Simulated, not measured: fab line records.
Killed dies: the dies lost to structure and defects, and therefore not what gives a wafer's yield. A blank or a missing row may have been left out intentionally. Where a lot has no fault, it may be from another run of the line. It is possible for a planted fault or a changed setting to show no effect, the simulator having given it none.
Split-lot trial / flow n5-finfet / 7 lots, 21 wafers read, on a route of 1938 steps

ABOUT THE SPLIT
At N5_BEOL_M11_COAT_60 (time 60 s, resist thk 30 nm), the setting spin-rpm was moved away from the recipe's 1500 rpm on 7 of the 21 wafers read, by -7.7% to +10.2%. For the rest of the wafers, this setting stayed at what the recipe calls for.

FROM THE SPLIT TO THE READING: what the file shows between them, 4 steps
- N5_BEOL_M11_COAT_05: resist thk 90 nm
- N5_BEOL_M11_EBR_07
- N5_BEOL_M11_DESCUM_16: chemistry O2, time 7.9 s
- N5_BEOL_M11_ETCH_61: etches SiARC in CF4, target depth 39 nm, time 65 s

THE READING
SiARC_of_BEOL_M11_COAT_60.thk-nm (the simulator's own value, which no gauge read), in nm, at N5_BEOL_M11_ETCH_62 (etches SOC in N2/H2, target depth 110 nm, overetch 22 nm, time 165 s). There is no usual value for it anywhere in the file. Average 23.6 nm, standard deviation 0.21 nm, over the 14 wafers here run with the recipe.

wafer=L076.2; tool, chamber at the split=litho-track-04, 0; spin-rpm as run, rpm=1500; against the recipe=recipe; SiARC_of_BEOL_M11_COAT_60.thk-nm, nm=23.6; against lot-mates on the recipe=-
wafer=L076.4; tool, chamber at the split=litho-track-04, 0; spin-rpm as run, rpm=1500; against the recipe=recipe; SiARC_of_BEOL_M11_COAT_60.thk-nm, nm=23.6; against lot-mates on the recipe=-
wafer=L076.6; tool, chamber at the split=litho-track-04, 0; spin-rpm as run, rpm=1600; against the recipe=+6.7%; SiARC_of_BEOL_M11_COAT_60.thk-nm, nm=22.6; against lot-mates on the recipe=-1.0
wafer=L078.1; tool, chamber at the split=litho-track-01, 0; spin-rpm as run, rpm=1581; against the recipe=+5.4%; SiARC_of_BEOL_M11_COAT_60.thk-nm, nm=22.8; against lot-mates on the recipe=-0.8
wafer=L078.6; tool, chamber at the split=litho-track-01, 0; spin-rpm as run, rpm=1581; against the recipe=+5.4%; SiARC_of_BEOL_M11_COAT_60.thk-nm, nm=22.8; against lot-mates on the recipe=-0.8
wafer=L078.2; tool, chamber at the split=litho-track-01, 0; spin-rpm as run, rpm=1500; against the recipe=recipe; SiARC_of_BEOL_M11_COAT_60.thk-nm, nm=23.6; against lot-mates on the recipe=-
wafer=L082.3; tool, chamber at the split=litho-track-01, 0; spin-rpm as run, rpm=1500; against the recipe=recipe; SiARC_of_BEOL_M11_COAT_60.thk-nm, nm=23.2; against lot-mates on the recipe=-
wafer=L082.4; tool, chamber at the split=litho-track-01, 0; spin-rpm as run, rpm=1547; against the recipe=+3.1%; SiARC_of_BEOL_M11_COAT_60.thk-nm, nm=23; against lot-mates on the recipe=-0.4
wafer=L082.5; tool, chamber at the split=litho-track-01, 0; spin-rpm as run, rpm=1500; against the recipe=recipe; SiARC_of_BEOL_M11_COAT_60.thk-nm, nm=23.6; against lot-mates on the recipe=-
wafer=L083.1; tool, chamber at the split=litho-track-02, 0; spin-rpm as run, rpm=1653; against the recipe=+10.2%; SiARC_of_BEOL_M11_COAT_60.thk-nm, nm=22.2; against lot-mates on the recipe=-1.4
wafer=L083.2; tool, chamber at the split=litho-track-02, 0; spin-rpm as run, rpm=1500; against the recipe=recipe; SiARC_of_BEOL_M11_COAT_60.thk-nm, nm=23.6; against lot-mates on the recipe=-
wafer=L083.5; tool, chamber at the split=litho-track-02, 0; spin-rpm as run, rpm=1653; against the recipe=+10.2%; SiARC_of_BEOL_M11_COAT_60.thk-nm, nm=22; against lot-mates on the recipe=-1.6
wafer=L089.2; tool, chamber at the split=litho-track-01, 0; spin-rpm as run, rpm=1384; against the recipe=-7.7%; SiARC_of_BEOL_M11_COAT_60.thk-nm, nm=24.8; against lot-mates on the recipe=+1.5
wafer=L089.3; tool, chamber at the split=litho-track-01, 0; spin-rpm as run, rpm=1500; against the recipe=recipe; SiARC_of_BEOL_M11_COAT_60.thk-nm, nm=23.4; against lot-mates on the recipe=-
wafer=L089.4; tool, chamber at the split=litho-track-01, 0; spin-rpm as run, rpm=1500; against the recipe=recipe; SiARC_of_BEOL_M11_COAT_60.thk-nm, nm=23.2; against lot-mates on the recipe=-
wafer=L092.1; tool, chamber at the split=litho-track-01, 0; spin-rpm as run, rpm=1500; against the recipe=recipe; SiARC_of_BEOL_M11_COAT_60.thk-nm, nm=23.6; against lot-mates on the recipe=-
wafer=L092.2; tool, chamber at the split=litho-track-01, 0; spin-rpm as run, rpm=1500; against the recipe=recipe; SiARC_of_BEOL_M11_COAT_60.thk-nm, nm=23.6; against lot-mates on the recipe=-
wafer=L092.4; tool, chamber at the split=litho-track-01, 0; spin-rpm as run, rpm=1500; against the recipe=recipe; SiARC_of_BEOL_M11_COAT_60.thk-nm, nm=23.6; against lot-mates on the recipe=-
wafer=L096.1; tool, chamber at the split=litho-track-04, 0; spin-rpm as run, rpm=1500; against the recipe=recipe; SiARC_of_BEOL_M11_COAT_60.thk-nm, nm=23.8; against lot-mates on the recipe=-
wafer=L096.3; tool, chamber at the split=litho-track-04, 0; spin-rpm as run, rpm=1500; against the recipe=recipe; SiARC_of_BEOL_M11_COAT_60.thk-nm, nm=23.8; against lot-mates on the recipe=-
wafer=L096.2; tool, chamber at the split=litho-track-04, 0; spin-rpm as run, rpm=1500; against the recipe=recipe; SiARC_of_BEOL_M11_COAT_60.thk-nm, nm=24; against lot-mates on the recipe=-

THE FIT
A straight line over all 21 wafers: SiARC_of_BEOL_M11_COAT_60.thk-nm changes by -0.149 nm for each +1% of spin-rpm; r = -0.96; the points scatter about the line by 0.18 nm.
The same after taking each lot's own level away (the mean of its wafers on the recipe; 21 wafers): -0.158 nm for each +1%; r = -0.99; scatter 0.11 nm.
Per that fit: largest spin-rpm move, reading shift of 1.6 nm.
From 23.30 to 23.87 nm: that is the span of the lots' own levels, equal to 2.7 times the standard deviation above.
Consequently the slope shifts little with the lot-to-lot level, the two slopes agreeing.
Check: -1.64 nm against its lot-mates is what the line predicts for one of the wafers moved furthest among these (+10.2%) when that wafer is left out of the fit. Against them it came out at -1.4 nm.

THESE WAFERS: OTHER SPLITS
Other splits were also applied to these wafers ahead of the reading. Each is held against what the fit with the lots' levels taken away leaves over:
other split on the same wafers=N5_BEOL_M8_EXPOSE_25 dose-mj; wafers away from the commonest value=9; r with SiARC_of_BEOL_M11_COAT_60.thk-nm (lot level and that fit taken away)=-0.38
other split on the same wafers=N5_BEOL_M9_TRENCH_ETCH_37 bias-w; wafers away from the commonest value=9; r with SiARC_of_BEOL_M11_COAT_60.thk-nm (lot level and that fit taken away)=-0.06
other split on the same wafers=N5_BEOL_M10_ETCH_62 time-s; wafers away from the commonest value=4; r with SiARC_of_BEOL_M11_COAT_60.thk-nm (lot level and that fit taken away)=-0.12
other split on the same wafers=N5_BEOL_M10_COAT_63 spin-rpm; wafers away from the commonest value=4; r with SiARC_of_BEOL_M11_COAT_60.thk-nm (lot level and that fit taken away)=+0.36

THE WHOLE CHAIN: every reading that the file lists as answering this split, in the file's order
step=N5_BEOL_M11_COAT_60; what it does=time 60 s, resist thk 30 nm; reading=SiARC_of_BEOL_M11_COAT_60.thk-nm (the simulator's own value, which no gauge read); change (the file's fit)=-0.147 nm for each +1% of the setting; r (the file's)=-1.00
step=N5_BEOL_M11_ETCH_61; what it does=etches SiARC in CF4, target depth 39 nm, time 65 s; reading=etch-rf-on-time-s; change (the file's fit)=withheld for each +1% of the setting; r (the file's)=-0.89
step=N5_BEOL_M11_ETCH_61; what it does=etches SiARC in CF4, target depth 39 nm, time 65 s; reading=etch.depth-nm (the simulator's own value, which no gauge read); change (the file's fit)=-0.149 nm for each +1% of the setting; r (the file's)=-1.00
step=N5_BEOL_M11_ETCH_61; what it does=etches SiARC in CF4, target depth 39 nm, time 65 s; reading=CAR-ArF_of_BEOL_M11_COAT_05.thk-nm (the simulator's own value, which no gauge read); change (the file's fit)=+0.148 nm for each +1% of the setting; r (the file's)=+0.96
step=N5_BEOL_M11_ETCH_62; what it does=etches SOC in N2/H2, target depth 110 nm, overetch 22 nm, time 165 s; reading=SiARC_of_BEOL_M11_COAT_60.thk-nm (the simulator's own value, which no gauge read); change (the file's fit)=-0.158 nm for each +1% of the setting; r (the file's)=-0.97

THE FILE'S OWN FIT
SiARC_of_BEOL_M11_COAT_60.thk-nm changes by -0.158 nm for each +1% of spin-rpm, r = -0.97.
